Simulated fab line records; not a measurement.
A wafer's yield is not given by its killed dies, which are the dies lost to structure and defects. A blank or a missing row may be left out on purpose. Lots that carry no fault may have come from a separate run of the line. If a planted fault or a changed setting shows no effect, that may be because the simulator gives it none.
Which of the tools did it? ; flow n5_finfet ; 10 lots with 27 wafers sampled at 6 steps, on a route of 1938 steps

WHAT EACH GAUGE READ, for each wafer
N5_STI_FIN_REVEAL_FIN_H_MEAS_10.
lot;measured;on;trench_depth_nm (nm)
L358;day 2 13:17;ocd-01;52.0 53.6
L360;day 3 00:25;ocd-01;51.6 51.3
L363;day 3 19:05;ocd-01;50.7 51.0 52.7
L364;day 4 00:47;ocd-02;52.2 51.9 51.8
L366;day 4 12:37;ocd-02;50.8 51.5
L367;day 4 18:50;ocd-02;51.6 53.0 51.8
L370;day 5 13:23;ocd-02;52.0 50.7 52.1
L372;day 6 01:38;ocd-02;52.7 51.2 51.5
L374;day 6 11:44;ocd-02;57.1 53.0 56.8
L377;day 7 08:01;ocd-01;56.9 52.2 56.4

N5_STI_FIN_REVEAL_INSPECT_13: inspects for defects (darkfield).
lot;measured;on;raw_defect_count
L358;day 2 13:22;defect_inspect-02;24 17
L360;day 3 00:32;defect_inspect-01;9 3
L363;day 3 19:11;defect_inspect-02;24 16 9
L364;day 4 00:53;defect_inspect-01;6 8 10
L366;day 4 12:42;defect_inspect-02;18 5
L367;day 4 18:56;defect_inspect-01;5 7 4
L370;day 5 13:29;defect_inspect-01;19 6 14
L372;day 6 01:43;defect_inspect-02;12 7 13
L374;day 6 11:49;defect_inspect-01;22 11 18
L377;day 7 08:07;defect_inspect-02;8 13 9

N5_BEOL_M4_RC_MEAS_101.
lot;measured;on;DIBL_N (mV/V);DIBL_P (mV/V);IOFF_N (nA/um);IOFF_P (nA/um);ION_N (uA/um);ION_P (uA/um);SS_N (mV/dec);SS_P (mV/dec);VT_N (mV);VT_P (mV)
L358;day 7 13:00;prober-02;36.6 34.4;35.7 33.3;0.16 0.13;0.23 0.19;678 683;469 473;72.4 71.6;73.7 73.3;250 252;-252 -250
L360;day 7 19:15;prober-02;33.4 35.0;33.4 36.1;0.12 0.15;0.15 0.20;664 661;452 453;70.8 71.6;72.9 73.3;258 249;-254 -251
L363;day 8 20:27;prober-01;34.0 35.5 32.7;34.1 35.7 32.4;0.12 0.15 0.11;0.20 0.21 0.18;665 666 669;465 461 468;70.5 70.8 70.6;73.1 73.2 72.9;253 251 256;-249 -247 -252
L364;day 9 00:52;prober-01;39.4 39.9 40.0;39.1 40.1 39.6;0.25 0.24 0.26;0.27 0.28 0.28;681 683 683;460 461 464;72.0 72.9 72.5;74.2 74.2 73.5;244 245 246;-247 -247 -248
L366;day 9 17:47;prober-01;34.9 35.7;32.9 33.0;0.12 0.14;0.18 0.19;653 677;457 462;71.0 70.8;73.2 72.8;255 251;-252 -253
L367;day 9 14:40;prober-02;34.8 36.3 37.1;35.7 37.0 38.3;0.14 0.16 0.18;0.18 0.19 0.22;652 679 665;452 461 455;70.9 71.2 71.7;72.8 73.4 74.2;247 250 246;-252 -254 -250
L370;day 10 13:17;prober-02;34.2 36.8 36.3;36.2 39.3 38.6;0.13 0.18 0.17;0.19 0.24 0.24;672 669 689;466 461 475;70.9 72.6 71.2;72.7 73.5 74.0;253 246 247;-252 -248 -247
L372;day 11 05:43;prober-01;36.4 35.1 38.9;38.2 35.3 40.0;0.18 0.15 0.22;0.25 0.19 0.27;687 670 682;474 457 467;71.8 71.4 72.6;73.9 73.2 74.5;246 249 246;-248 -250 -250
L374;day 11 05:26;prober-02;36.3 33.8 34.7;37.9 33.8 36.0;0.18 0.12 0.16;0.26 0.20 0.23;730 680 728;507 476 503;71.6 70.7 71.2;72.7 72.2 72.9;244 252 246;-241 -248 -244
L377;day 12 04:56;prober-01;35.5 36.2 34.1;36.3 36.8 34.0;0.15 0.15 0.12;0.20 0.20 0.16;707 665 711;494 460 483;72.1 71.2 71.1;73.4 73.7 72.8;250 251 255;-249 -251 -253

WHICH TOOL RAN EACH LOT (tool, then ch and the chambers of the sampled wafers, then the start)
lot;N5_STI_FIN_REVEAL_ALD_14;N5_STI_FIN_REVEAL_STRIP_24;N5_STI_FIN_REVEAL_RECESS_09
L358;ald_sin-02 ch 0,2, day 2 04:11;rie_diel-04 ch 0,1, day 2 09:52;vapor_etch-01 ch 0,1, day 2 10:05
L360;ald_sin-01 ch 2,3, day 2 15:38;rie_diel-06 ch 1,2, day 2 21:15;vapor_etch-01 ch 0,1, day 2 21:28
L363;ald_sin-01 ch 2,3, day 3 09:55;rie_diel-04 ch 0,1,2, day 3 16:11;vapor_etch-02 ch 0,1, day 3 16:55
L364;ald_sin-02 ch 0,1,3, day 3 15:35;rie_diel-06 ch 1,3, day 3 21:52;vapor_etch-01 ch 0,1, day 3 22:05
L366;ald_sin-03 ch 1,2, day 4 03:46;rie_diel-06 ch 1,3, day 4 09:41;vapor_etch-01 ch 0, day 4 09:55
L367;ald_sin-03 ch 0,2,3, day 4 10:18;rie_diel-06 ch 0,1,3, day 4 15:58;vapor_etch-02 ch 0,1, day 4 16:39
L370;ald_sin-03 ch 0,2,3, day 5 04:46;rie_diel-06 ch 0,3, day 5 10:26;vapor_etch-01 ch 0,1, day 5 10:41
L372;ald_sin-02 ch 0,1,2, day 5 17:05;rie_diel-04 ch 0,1,2, day 5 22:43;vapor_etch-02 ch 0,1, day 5 22:56
L374;ald_sin-02 ch 0,2,3, day 6 03:10;rie_diel-04 ch 0,1, day 6 08:49;vapor_etch-01 ch 0,1, day 6 09:02
L377;ald_sin-02 ch 0,3, day 6 23:17;rie_diel-02 ch 2,3, day 7 05:06;vapor_etch-01 ch 0,1, day 7 05:19
- N5_STI_FIN_REVEAL_ALD_14: deposits Si3N4, target thk 3 nm.
- N5_STI_FIN_REVEAL_STRIP_24: strips in N2/H2, time 90 s.
- N5_STI_FIN_REVEAL_RECESS_09: chemistry HF/NH3, target SiO2, afs cycles 11, target depth 42.5 nm, sublimation time 60 s.

WHAT THE TOOLS THEMSELVES READ (means of the sampled wafers that have a number; where no wafer has one, the mark that the record gives instead)
N5_STI_FIN_REVEAL_ALD_14.
lot;tool;chamber_pressure_Torr (Torr);heater_power_w (W);susceptor_temp_C (C)
L358;ald_sin-02;2.000;840;400.03
L360;ald_sin-01;2.004;708;400.00
L363;ald_sin-01;2.003;703;400.06
L364;ald_sin-02;2.002;876;400.06
L366;ald_sin-03;2.001;916;400.14
L367;ald_sin-03;1.996;944;400.10
L370;ald_sin-03;1.997;955;400.30
L372;ald_sin-02;2.003;833;400.04
L374;ald_sin-02;2.002;859;400.21
L377;ald_sin-02;1.999;875;399.96

N5_STI_FIN_REVEAL_STRIP_24.
lot;tool;drypump_motor_current_A (A);oes_product_au (a.u.);rf_vpp_V (V);showerhead_plenum_p_Torr (Torr);throttle_valve_pct (%)
L358;rie_diel-04;5.8;0.92;45.2;3.37;11.97
L360;rie_diel-06;5.7;0.72;46.0;3.34;12.45
L363;rie_diel-04;6.0;0.85;45.7;3.32;12.07
L364;rie_diel-06;6.1;0.71;45.6;3.42;12.57
L366;rie_diel-06;6.0;0.71;44.9;3.40;12.61
L367;rie_diel-06;6.0;0.70;45.0;3.41;12.54
L370;rie_diel-06;5.9;0.68;45.2;3.41;12.52
L372;rie_diel-04;6.0;0.83;44.9;3.31;12.13
L374;rie_diel-04;5.9;0.84;45.7;3.32;12.05
L377;rie_diel-02;5.5;0.81;45.4;3.49;12.11

N5_STI_FIN_REVEAL_RECESS_09.
lot;tool;drypump_motor_current_A (A)
L358;vapor_etch-01;5.92
L360;vapor_etch-01;5.93
L363;vapor_etch-02;5.83
L364;vapor_etch-01;6.06
L366;vapor_etch-01;5.54
L367;vapor_etch-02;5.81
L370;vapor_etch-01;6.05
L372;vapor_etch-02;5.83
L374;vapor_etch-01;6.04
L377;vapor_etch-01;6.05

THE ANSWER, worked out from the rows above alone
Rule: usual is defined by the lots themselves. Put in order of their means at a reading, lots are off if they are a third of the lots or fewer, leave a main group of 4 or more, and stand apart from it by a gap of 3 or more times the standard deviation of the main group's means; of several such gaps the widest counts. A main group whose means are all the same, to the digits that the tables above print for the reading, isn't used. A lot without any number at a reading at which 4 lots or more have one is off too. All remaining lots with rows at the step are treated as sound. After the gauges, taken in route order, come the tools' own readings; for these a lot's mean is taken, as printed above. The first step at which some lot is off is used, and at that step the reading that is off furthest; a lot without a number counts as furthest.
Off: L374, L377, at N5_STI_FIN_REVEAL_FIN_H_MEAS_10 (trench_depth_nm). The main group: mean 51.8 nm, standard deviation 0.48.
If a tool, at a process step before that reading, ran all the lots that are off and no sound lot after the first of them, it fits. Gauges at N5_STI_FIN_REVEAL_FIN_H_MEAS_10: tried the same way as those tools. This does not decide it: 2 tools fit, namely ald_sin-02 at N5_STI_FIN_REVEAL_ALD_14 and vapor_etch-01 at N5_STI_FIN_REVEAL_RECESS_09.

WHAT THE SIMULATOR HAD PUT IN
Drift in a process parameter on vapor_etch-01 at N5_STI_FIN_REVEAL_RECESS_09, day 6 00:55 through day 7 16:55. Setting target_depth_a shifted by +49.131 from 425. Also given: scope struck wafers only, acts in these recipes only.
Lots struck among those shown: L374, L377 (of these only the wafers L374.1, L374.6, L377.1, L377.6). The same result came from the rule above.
